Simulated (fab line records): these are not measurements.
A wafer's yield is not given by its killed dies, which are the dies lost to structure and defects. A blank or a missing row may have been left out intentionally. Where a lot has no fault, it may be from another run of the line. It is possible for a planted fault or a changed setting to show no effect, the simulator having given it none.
Chamber matching || flow n5 finfet || N5_GATE_CUT_STRIP_59 on rie diel-04: 4 sister chambers
The step strips in N2/H2, time 20 s. 8 wafers are shown with their chamber, then 10 later ones without.

== WAFERS WITH THEIR CHAMBER ==
{"wafer": "L079.6", "chamber": 2, "showerhead plenum p Torr (Torr)": 3.28, "drypump motor current A (A)": 5.7}
{"wafer": "L085.1", "chamber": 2, "showerhead plenum p Torr (Torr)": 3.28, "drypump motor current A (A)": 5.6}
{"wafer": "L085.2", "chamber": 0, "showerhead plenum p Torr (Torr)": 3.33, "drypump motor current A (A)": 6.3}
{"wafer": "L085.3", "chamber": 1, "showerhead plenum p Torr (Torr)": 3.48, "drypump motor current A (A)": 5.6}
{"wafer": "L085.5", "chamber": 0, "showerhead plenum p Torr (Torr)": 3.33, "drypump motor current A (A)": 6.3}
{"wafer": "L085.6", "chamber": 3, "showerhead plenum p Torr (Torr)": 3.40, "drypump motor current A (A)": 5.5}
{"wafer": "L086.3", "chamber": 1, "showerhead plenum p Torr (Torr)": 3.48, "drypump motor current A (A)": 5.6}
{"wafer": "L086.4", "chamber": 3, "showerhead plenum p Torr (Torr)": 3.39, "drypump motor current A (A)": 5.5}

== WAFERS MISSING THEIR CHAMBER ==
{"wafer": "L086.5", "showerhead plenum p Torr (Torr)": 3.33, "drypump motor current A (A)": 6.3}
{"wafer": "L089.2", "showerhead plenum p Torr (Torr)": 3.39, "drypump motor current A (A)": 5.4}
{"wafer": "L089.3", "showerhead plenum p Torr (Torr)": 3.48, "drypump motor current A (A)": 5.6}
{"wafer": "L089.6", "showerhead plenum p Torr (Torr)": 3.39, "drypump motor current A (A)": 5.5}
{"wafer": "L090.1", "showerhead plenum p Torr (Torr)": 3.27, "drypump motor current A (A)": 5.7}
{"wafer": "L090.2", "showerhead plenum p Torr (Torr)": 3.39, "drypump motor current A (A)": 5.5}
{"wafer": "L090.6", "showerhead plenum p Torr (Torr)": 3.27, "drypump motor current A (A)": 5.7}
{"wafer": "L096.1", "showerhead plenum p Torr (Torr)": 3.47, "drypump motor current A (A)": 5.6}
{"wafer": "L096.2", "showerhead plenum p Torr (Torr)": 3.32, "drypump motor current A (A)": 6.3}
{"wafer": "L096.3", "showerhead plenum p Torr (Torr)": 3.27, "drypump motor current A (A)": 5.6}

== THE CHAMBER EACH PASSED THROUGH ==
{"wafer": "L086.5", "from the rows above": 0, "in truth": 0}
{"wafer": "L089.2", "from the rows above": 3, "in truth": 3}
{"wafer": "L089.3", "from the rows above": 1, "in truth": 1}
{"wafer": "L089.6", "from the rows above": 3, "in truth": 3}
{"wafer": "L090.1", "from the rows above": 2, "in truth": 2}
{"wafer": "L090.2", "from the rows above": 3, "in truth": 3}
{"wafer": "L090.6", "from the rows above": 2, "in truth": 2}
{"wafer": "L096.1", "from the rows above": 1, "in truth": 1}
{"wafer": "L096.2", "from the rows above": 0, "in truth": 0}
{"wafer": "L096.3", "from the rows above": 2, "in truth": 2}
Correct placement for 10 of the 10. Left unplaced by these rows: 0. 0 placed wrongly.
How it was worked out, from the rows above alone: a wafer's distance from a chamber is the root of the sum, over the readings, of the square of ((its reading less the chamber's mean) divided by the reading's scatter). If the next closest chamber is less than 2 further off than the closest, the wafer can't be placed; otherwise it belongs to the closest. For every chamber, the mean is computed from those of its wafers that are shown. The scatter: take each reading less its chamber's mean, square it, sum over the shown wafers, divide by the number of wafers less the number of chambers, and take the root.
